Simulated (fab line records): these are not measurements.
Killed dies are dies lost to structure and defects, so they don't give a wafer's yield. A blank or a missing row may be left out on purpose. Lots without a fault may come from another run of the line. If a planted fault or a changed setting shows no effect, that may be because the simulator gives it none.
Which tool is to blame? :: flow n5-finfet :: 11 lots with 33 wafers sampled at 4 steps, on a route of 1938 steps

WHAT EACH GAUGE READ, for each wafer
N5_SD_ACTIVATION_INSPECT_02: inspects for defects (darkfield). Usual: raw-defect-count at 179, with a standard deviation of 31.
lot: L495
measured: day 3 13:25
on: defect-inspect-01
raw-defect-count: 161 183 219
flag: 

lot: L501
measured: day 5 01:19
on: defect-inspect-02
raw-defect-count: 211 159 129
flag: 

lot: L503
measured: day 5 10:27
on: defect-inspect-01
raw-defect-count: 166 188 178
flag: 

lot: L504
measured: day 5 15:04
on: defect-inspect-02
raw-defect-count: 130 158 162
flag: 

lot: L510
measured: day 7 09:49
on: defect-inspect-02
raw-defect-count: 207 156 206
flag: 

lot: L512
measured: day 7 18:07
on: defect-inspect-02
raw-defect-count: 222 165 180
flag: 

lot: L514
measured: day 8 05:53
on: defect-inspect-02
raw-defect-count: 182 160 149
flag: 

lot: L515
measured: day 8 10:04
on: defect-inspect-01
raw-defect-count: 171 189 205
flag: 

lot: L516
measured: day 8 17:37
on: defect-inspect-01
raw-defect-count: 177 150 158
flag: 

lot: L517
measured: day 8 23:23
on: defect-inspect-01
raw-defect-count: 148 186 151
flag: 

lot: L518
measured: day 9 07:42
on: defect-inspect-02
raw-defect-count: 172 116 159
flag: 

WHICH TOOL RAN EACH LOT (tool, then ch and the chambers of the sampled wafers, then the start)
lot: L495
N5_SD_EPI_P_DESCUM_14: rie-diel-05 ch 0,1, day 3 08:56
N5_SD_EPI_P_ETCH_36: rie-diel-05 ch 0,1, day 3 08:58
N5_SD_ACTIVATION_LSA_01: laser-anneal-02 ch 0, day 3 12:53

lot: L501
N5_SD_EPI_P_DESCUM_14: rie-diel-03 ch 1,2,3, day 4 19:55
N5_SD_EPI_P_ETCH_36: rie-diel-03 ch 1,2,3, day 4 19:56
N5_SD_ACTIVATION_LSA_01: laser-anneal-02 ch 0, day 5 00:48

lot: L503
N5_SD_EPI_P_DESCUM_14: rie-diel-05 ch 0,3, day 5 05:07
N5_SD_EPI_P_ETCH_36: rie-diel-05 ch 0,3, day 5 05:08
N5_SD_ACTIVATION_LSA_01: laser-anneal-02 ch 0, day 5 09:55

lot: L504
N5_SD_EPI_P_DESCUM_14: rie-diel-05 ch 0,1, day 5 10:34
N5_SD_EPI_P_ETCH_36: rie-diel-05 ch 0,1, day 5 10:35
N5_SD_ACTIVATION_LSA_01: laser-anneal-02 ch 0, day 5 14:35

lot: L510
N5_SD_EPI_P_DESCUM_14: rie-diel-04 ch 1,3, day 7 05:08
N5_SD_EPI_P_ETCH_36: rie-diel-04 ch 1,3, day 7 05:10
N5_SD_ACTIVATION_LSA_01: laser-anneal-01 ch 0, day 7 09:16

lot: L512
N5_SD_EPI_P_DESCUM_14: rie-diel-03 ch 1,2, day 7 13:10
N5_SD_EPI_P_ETCH_36: rie-diel-03 ch 1,2, day 7 13:13
N5_SD_ACTIVATION_LSA_01: laser-anneal-01 ch 0, day 7 17:38

lot: L514
N5_SD_EPI_P_DESCUM_14: rie-diel-04 ch 0,2,3, day 8 01:23
N5_SD_EPI_P_ETCH_36: rie-diel-04 ch 0,2,3, day 8 01:26
N5_SD_ACTIVATION_LSA_01: laser-anneal-01 ch 0, day 8 05:23

lot: L515
N5_SD_EPI_P_DESCUM_14: rie-diel-05 ch 0,1, day 8 05:35
N5_SD_EPI_P_ETCH_36: rie-diel-05 ch 0,1, day 8 05:37
N5_SD_ACTIVATION_LSA_01: laser-anneal-02 ch 0, day 8 09:36

lot: L516
N5_SD_EPI_P_DESCUM_14: rie-diel-05 ch 0,3, day 8 13:08
N5_SD_EPI_P_ETCH_36: rie-diel-05 ch 0,3, day 8 13:10
N5_SD_ACTIVATION_LSA_01: laser-anneal-01 ch 0, day 8 17:07

lot: L517
N5_SD_EPI_P_DESCUM_14: rie-diel-05 ch 0,2,3, day 8 18:45
N5_SD_EPI_P_ETCH_36: rie-diel-05 ch 0,2,3, day 8 18:47
N5_SD_ACTIVATION_LSA_01: laser-anneal-02 ch 0, day 8 22:52

lot: L518
N5_SD_EPI_P_DESCUM_14: rie-diel-04 ch 1,2, day 9 03:05
N5_SD_EPI_P_ETCH_36: rie-diel-04 ch 1,2, day 9 03:07
N5_SD_ACTIVATION_LSA_01: laser-anneal-01 ch 0, day 9 07:14
- N5_SD_EPI_P_DESCUM_14: chemistry O2, time 7.9 s.
- N5_SD_EPI_P_ETCH_36: etches SiARC in CF4, target depth 45.5 nm, time 75.8 s.
- N5_SD_ACTIVATION_LSA_01: time 0.0008 s.

AS READ BY THE TOOLS THEMSELVES (means over the sampled wafers that have a number; for cases with no such wafer, the mark the record gives instead)
N5_SD_EPI_P_DESCUM_14. Usual: drypump-motor-current-A 5.5 A, standard deviation 0.52; oes-product-au 0.78 a.u., standard deviation 0.076; rf-vpp-V 243.5 V, standard deviation 1.6; showerhead-plenum-p-Torr 2.12 Torr, standard deviation 0.082; throttle-valve-pct 20.54 %, standard deviation 0.22.
lot: L495
tool: rie-diel-05
drypump-motor-current-A (A): 5.7
oes-product-au (a.u.): 0.91
rf-vpp-V (V): 244.8
showerhead-plenum-p-Torr (Torr): 2.24
throttle-valve-pct (%): 20.50
flag: 

lot: L501
tool: rie-diel-03
drypump-motor-current-A (A): 6.2
oes-product-au (a.u.): 0.72
rf-vpp-V (V): 243.7
showerhead-plenum-p-Torr (Torr): 2.12
throttle-valve-pct (%): 20.71
flag: 

lot: L503
tool: rie-diel-05
drypump-motor-current-A (A): 5.9
oes-product-au (a.u.): 0.90
rf-vpp-V (V): 244.7
showerhead-plenum-p-Torr (Torr): 2.18
throttle-valve-pct (%): 20.34
flag: 

lot: L504
tool: rie-diel-05
drypump-motor-current-A (A): 5.7
oes-product-au (a.u.): 0.87
rf-vpp-V (V): 245.1
showerhead-plenum-p-Torr (Torr): 2.23
throttle-valve-pct (%): 20.53
flag: 

lot: L510
tool: rie-diel-04
drypump-motor-current-A (A): 4.9
oes-product-au (a.u.): 0.76
rf-vpp-V (V): 244.4
showerhead-plenum-p-Torr (Torr): 2.15
throttle-valve-pct (%): 20.54
flag: 

lot: L512
tool: rie-diel-03
drypump-motor-current-A (A): 6.1
oes-product-au (a.u.): 0.73
rf-vpp-V (V): 243.7
showerhead-plenum-p-Torr (Torr): 2.12
throttle-valve-pct (%): 20.61
flag: 

lot: L514
tool: rie-diel-04
drypump-motor-current-A (A): 5.1
oes-product-au (a.u.): 0.74
rf-vpp-V (V): 243.5
showerhead-plenum-p-Torr (Torr): 2.08
throttle-valve-pct (%): 20.37
flag: 

lot: L515
tool: rie-diel-05
drypump-motor-current-A (A): 5.7
oes-product-au (a.u.): 0.84
rf-vpp-V (V): 245.0
showerhead-plenum-p-Torr (Torr): 2.23
throttle-valve-pct (%): 20.55
flag: 

lot: L516
tool: rie-diel-05
drypump-motor-current-A (A): 5.9
oes-product-au (a.u.): 0.85
rf-vpp-V (V): 245.0
showerhead-plenum-p-Torr (Torr): 2.17
throttle-valve-pct (%): 20.37
flag: 

lot: L517
tool: rie-diel-05
drypump-motor-current-A (A): 5.6
oes-product-au (a.u.): 0.88
rf-vpp-V (V): 244.3
showerhead-plenum-p-Torr (Torr): 2.17
throttle-valve-pct (%): 20.41
flag: 

lot: L518
tool: rie-diel-04
drypump-motor-current-A (A): 5.0
oes-product-au (a.u.): 0.73
rf-vpp-V (V): 243.5
showerhead-plenum-p-Torr (Torr): 2.10
throttle-valve-pct (%): 20.59
flag: 

N5_SD_EPI_P_ETCH_36. Usual: drypump-motor-current-A 5.5 A, standard deviation 0.52; etch-rf-on-time-s 75.9 s, standard deviation 1.3; oes-product-au 0.66 a.u., standard deviation 0.063; rf-vpp-V 184.5 V, standard deviation 1.4; showerhead-plenum-p-Torr 2.17 Torr, standard deviation 0.081; throttle-valve-pct 15.72 %, standard deviation 0.25.
lot: L495
tool: rie-diel-05
drypump-motor-current-A (A): 5.7
etch-rf-on-time-s (s): 74.5
oes-product-au (a.u.): 0.77
rf-vpp-V (V): 185.8
showerhead-plenum-p-Torr (Torr): 2.28
throttle-valve-pct (%): 15.64
flag: 

lot: L501
tool: rie-diel-03
drypump-motor-current-A (A): 6.2
etch-rf-on-time-s (s): 76.1
oes-product-au (a.u.): 0.61
rf-vpp-V (V): 185.4
showerhead-plenum-p-Torr (Torr): 2.16
throttle-valve-pct (%): 15.88
flag: 

lot: L503
tool: rie-diel-05
drypump-motor-current-A (A): 5.9
etch-rf-on-time-s (s): 75.3
oes-product-au (a.u.): 0.76
rf-vpp-V (V): 185.3
showerhead-plenum-p-Torr (Torr): 2.22
throttle-valve-pct (%): 15.41
flag: 

lot: L504
tool: rie-diel-05
drypump-motor-current-A (A): 5.7
etch-rf-on-time-s (s): 75.2
oes-product-au (a.u.): 0.75
rf-vpp-V (V): 185.7
showerhead-plenum-p-Torr (Torr): 2.28
throttle-valve-pct (%): 15.66
flag: 

lot: L510
tool: rie-diel-04
drypump-motor-current-A (A): 4.9
etch-rf-on-time-s (s): 77.3
oes-product-au (a.u.): 0.64
rf-vpp-V (V): 184.5
showerhead-plenum-p-Torr (Torr): 2.22
throttle-valve-pct (%): 15.79
flag: 

lot: L512
tool: rie-diel-03
drypump-motor-current-A (A): 6.1
etch-rf-on-time-s (s): 75.6
oes-product-au (a.u.): 0.62
rf-vpp-V (V): 184.7
showerhead-plenum-p-Torr (Torr): 2.17
throttle-valve-pct (%): 15.80
flag: 

lot: L514
tool: rie-diel-04
drypump-motor-current-A (A): 5.1
etch-rf-on-time-s (s): 76.1
oes-product-au (a.u.): 0.63
rf-vpp-V (V): 184.0
showerhead-plenum-p-Torr (Torr): 2.13
throttle-valve-pct (%): 15.62
flag: 

lot: L515
tool: rie-diel-05
drypump-motor-current-A (A): 5.7
etch-rf-on-time-s (s): 74.8
oes-product-au (a.u.): 0.72
rf-vpp-V (V): 185.5
showerhead-plenum-p-Torr (Torr): 2.27
throttle-valve-pct (%): 15.71
flag: 

lot: L516
tool: rie-diel-05
drypump-motor-current-A (A): 5.9
etch-rf-on-time-s (s): 75.9
oes-product-au (a.u.): 0.72
rf-vpp-V (V): 184.8
showerhead-plenum-p-Torr (Torr): 2.21
throttle-valve-pct (%): 15.46
flag: 

lot: L517
tool: rie-diel-05
drypump-motor-current-A (A): 5.7
etch-rf-on-time-s (s): 76.3
oes-product-au (a.u.): 0.75
rf-vpp-V (V): 184.6
showerhead-plenum-p-Torr (Torr): 2.21
throttle-valve-pct (%): 15.49
flag: 

lot: L518
tool: rie-diel-04
drypump-motor-current-A (A): 5.0
etch-rf-on-time-s (s): 75.7
oes-product-au (a.u.): 0.63
rf-vpp-V (V): 184.9
showerhead-plenum-p-Torr (Torr): 2.17
throttle-valve-pct (%): 15.91
flag: 

N5_SD_ACTIVATION_LSA_01. Usual: wafer_temp_C_max at 1085.5, with a standard deviation of 1.5.
lot: L495
tool: laser-anneal-02
wafer_temp_C_max: 1085.7
flag: 

lot: L501
tool: laser-anneal-02
wafer_temp_C_max: 1084.6
flag: 

lot: L503
tool: laser-anneal-02
wafer_temp_C_max: 1094.2
flag: OFF

lot: L504
tool: laser-anneal-02
wafer_temp_C_max: 1094.1
flag: OFF

lot: L510
tool: laser-anneal-01
wafer_temp_C_max: 1086.8
flag: 

lot: L512
tool: laser-anneal-01
wafer_temp_C_max: 1086.9
flag: 

lot: L514
tool: laser-anneal-01
wafer_temp_C_max: 1087.3
flag: 

lot: L515
tool: laser-anneal-02
wafer_temp_C_max: 1084.5
flag: 

lot: L516
tool: laser-anneal-01
wafer_temp_C_max: 1086.2
flag: 

lot: L517
tool: laser-anneal-02
wafer_temp_C_max: 1085.1
flag: 

lot: L518
tool: laser-anneal-01
wafer_temp_C_max: 1085.1
flag: 

THE ANSWER, worked out from the rows above alone
Rule: a lot counts as off when the mean over its wafers that have a number is more than 3 standard deviations away from the usual mean. Also off: a lot with no number at a reading for which 4 or more lots have one. All remaining lots with rows at the step are treated as sound. After the gauges, taken in route order, come the tools' own readings; for these a lot's mean is taken, as printed above. The first step at which some lot is off is used, and at that step the reading that is off furthest; a lot without a number counts as furthest.
Off at N5_SD_ACTIVATION_LSA_01 (wafer_temp_C_max): L503, L504.
If a tool, at that step or one of the process steps before it, ran each lot that is off and ran no sound lot following the first of them, it fits. No candidate that was tried fits.

WHAT THE SIMULATOR PUT IN
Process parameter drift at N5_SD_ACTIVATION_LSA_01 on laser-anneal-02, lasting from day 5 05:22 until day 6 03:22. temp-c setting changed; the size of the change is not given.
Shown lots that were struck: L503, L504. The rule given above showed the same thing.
